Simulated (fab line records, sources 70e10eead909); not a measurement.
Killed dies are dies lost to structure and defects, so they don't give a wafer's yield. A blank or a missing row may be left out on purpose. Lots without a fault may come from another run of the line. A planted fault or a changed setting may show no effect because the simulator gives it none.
Which tool did it? | flow nand_harc | 12 lots, 36 wafers sampled, at 1 step of a route of 1302

WHAT THE GAUGES READ, wafer by wafer
NHARC_P_STI_CD_MEAS_09: target cd 200 nm.
lot  | measured     | on        | cd_nm (nm)
L075 | day 3 09:34  | cd_sem-02 | 198.0 191.4 191.5
L077 | day 4 00:56  | cd_sem-03 | 198.5 201.2 202.2
L079 | day 4 21:01  | cd_sem-01 | 198.8 200.6 200.0
L081 | day 5 18:52  | cd_sem-03 | 202.1 203.8 203.4
L083 | day 6 15:31  | cd_sem-01 | 199.3 196.8 198.7
L085 | day 7 10:49  | cd_sem-01 | 195.1 199.5 198.5
L087 | day 8 07:02  | cd_sem-03 | 198.2 195.3 195.0
L089 | day 9 02:28  | cd_sem-02 | 199.3 194.9 198.4
L091 | day 9 20:02  | cd_sem-03 | 198.8 202.1 203.7
L093 | day 10 16:59 | cd_sem-01 | 198.0 197.6 197.0
L095 | day 11 12:58 | cd_sem-01 | 199.3 198.0 198.9
L097 | day 12 08:26 | cd_sem-03 | 201.7 204.2 198.2

WHICH TOOL RAN EACH LOT (tool, then ch and the chambers of the sampled wafers, then the start)
The record holds no process step before these readings.

THE ANSWER, worked out from the rows above alone
Rule: what is usual is taken from the lots themselves. Put in order of their means at a reading, lots are off if they are a third of the lots or fewer, leave a main group of 4 or more, and stand apart from it by a gap of 3 or more times the standard deviation of the main group's means; of several such gaps the widest counts. A main group whose means are all the same, to the digits that the tables above print for the reading, isn't used. A lot without any number at a reading at which 4 lots or more have one is off too. The other lots that the step has rows for count as sound.
No lot is off at any reading shown: from this, nothing can be told.

WHAT THE SIMULATOR HAD PUT IN
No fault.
